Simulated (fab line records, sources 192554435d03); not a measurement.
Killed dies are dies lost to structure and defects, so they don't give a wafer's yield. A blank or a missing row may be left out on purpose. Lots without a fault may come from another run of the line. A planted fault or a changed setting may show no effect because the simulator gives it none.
Chamber matching | flow n5_finfet | N5_SDB_STRIP_21 on rie_diel-05: 4 sister chambers
The step strips in CF4. 4 wafers are shown with their chamber, then 10 later ones without.

WAFERS WITH THEIR CHAMBER
wafer  | chamber | showerhead_plenum_p_Torr (Torr)
L079.2 | 0       | 1.81
L090.1 | 3       | 1.83
L091.1 | 1       | 1.75
L091.3 | 2       | 1.76

WAFERS WITHOUT THEIR CHAMBER
wafer  | showerhead_plenum_p_Torr (Torr)
L091.6 | 1.75
L093.1 | 1.75
L093.4 | 1.80
L093.6 | 1.75
L095.2 | 1.80
L095.4 | 1.76
L095.5 | 1.80
L097.2 | 1.75
L097.3 | 1.74
L097.5 | 1.80

WHICH CHAMBER EACH WENT THROUGH
wafer  | from the rows above     | in truth
L091.6 | can't be placed: 1 or 2 | 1
L093.1 | can't be placed: 1 or 2 | 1
L093.4 | 0                       | 0
L093.6 | can't be placed: 1 or 2 | 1
L095.2 | 0                       | 0
L095.4 | can't be placed: 2 or 1 | 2
L095.5 | 0                       | 0
L097.2 | can't be placed: 1 or 2 | 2
L097.3 | can't be placed: 1 or 2 | 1
L097.5 | 0                       | 0
Placed correctly: 4 of 10. Can't be placed from these rows: 6 (the true chamber is among the candidates in 6). Placed wrongly: 0.
How it was worked out, from the rows above alone: a wafer's distance from a chamber is the root of the sum, over the readings, of the square of ((its reading less the chamber's mean) divided by the reading's scatter). The wafer belongs to the nearest chamber; if the next one is less than 2 further off, it can't be placed. A chamber's mean is the mean of its shown wafers. The scatter: with one shown wafer a chamber, the root of the mean of the squares of how far each hidden wafer lies from its nearest shown one.
